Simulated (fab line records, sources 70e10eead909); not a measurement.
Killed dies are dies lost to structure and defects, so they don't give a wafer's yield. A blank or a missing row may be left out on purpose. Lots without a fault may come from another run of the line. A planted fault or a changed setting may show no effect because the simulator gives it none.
Chamber matching | flow nand_harc | NHARC_A_STAIRCASE_ETCH_444 on rie_diel-01: 4 sister chambers
The step etches the open film in C4F8/O2, target depth 20400 nm, time 6800 s. 18 wafers are shown with their chamber, then 9 later ones without.

WAFERS WITH THEIR CHAMBER
wafer  | chamber | rf_vpp_V (V) | oes_product_au (a.u.)
L074.2 | 2       | 813          | 0.976
L074.3 | 1       | 800          | 0.978
L074.6 | 1       | 800          | 0.985
L076.4 | 3       | 812          | 0.924
L076.2 | 2       | 813          | 0.926
L076.5 | 3       | 812          | 0.923
L079.3 | 3       | 810          | 0.929
L079.2 | 2       | 812          | 0.924
L079.6 | 3       | 810          | 0.928
L081.1 | 1       | 798          | 0.931
L081.4 | 3       | 810          | 0.931
L081.6 | 2       | 812          | 0.933
L083.1 | 2       | 812          | 0.923
L083.2 | 0       | 804          | 0.919
L083.6 | 1       | 798          | 0.917
L085.1 | 1       | 799          | 0.942
L085.3 | 2       | 813          | 0.925
L085.6 | 2       | 812          | 0.923

SIGNATURES (means of the wafers above)
reading        | chamber 0 | chamber 1 | chamber 2 | chamber 3 | scatter within a chamber
rf_vpp_V       | 804.00    | 799.00    | 812.43    | 810.80    | 0.867
oes_product_au | 0.91900   | 0.95060   | 0.93286   | 0.92700   | 0.0204
Rule: a wafer's distance from a chamber is the root of the sum, over the readings, of the square of ((its reading less the chamber's mean) divided by the reading's scatter). The wafer belongs to the nearest chamber; if the next one is less than 2 further off, it can't be placed. The scatter: the root of (the sum of the squares of (reading less its chamber's mean) over the shown wafers, divided by (wafers less chambers)).

WAFERS WITHOUT THEIR CHAMBER
wafer  | rf_vpp_V (V) | oes_product_au (a.u.)
L087.1 | 803          | 0.919
L087.2 | 812          | 0.925
L087.3 | 811          | 0.942
L091.1 | 809          | 0.931
L091.5 | 811          | 0.936
L091.6 | 817          | 0.940
L093.2 | 815          | 0.937
L093.3 | 804          | 0.924
L093.4 | 810          | 0.917

WHICH CHAMBER EACH WENT THROUGH
wafer  | from the rows above     | in truth
L087.1 | 0                       | 0
L087.2 | can't be placed: 2 or 3 | 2
L087.3 | can't be placed: 3 or 2 | 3
L091.1 | can't be placed: 3 or 2 | 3
L091.5 | can't be placed: 3 or 2 | 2
L091.6 | can't be placed: 2 or 3 | 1
L093.2 | can't be placed: 2 or 3 | 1
L093.3 | 0                       | 0
L093.4 | can't be placed: 3 or 2 | 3
Placed correctly: 2 of 9. Can't be placed from these rows: 7 (the true chamber is among the candidates in 5). Placed wrongly: 0.
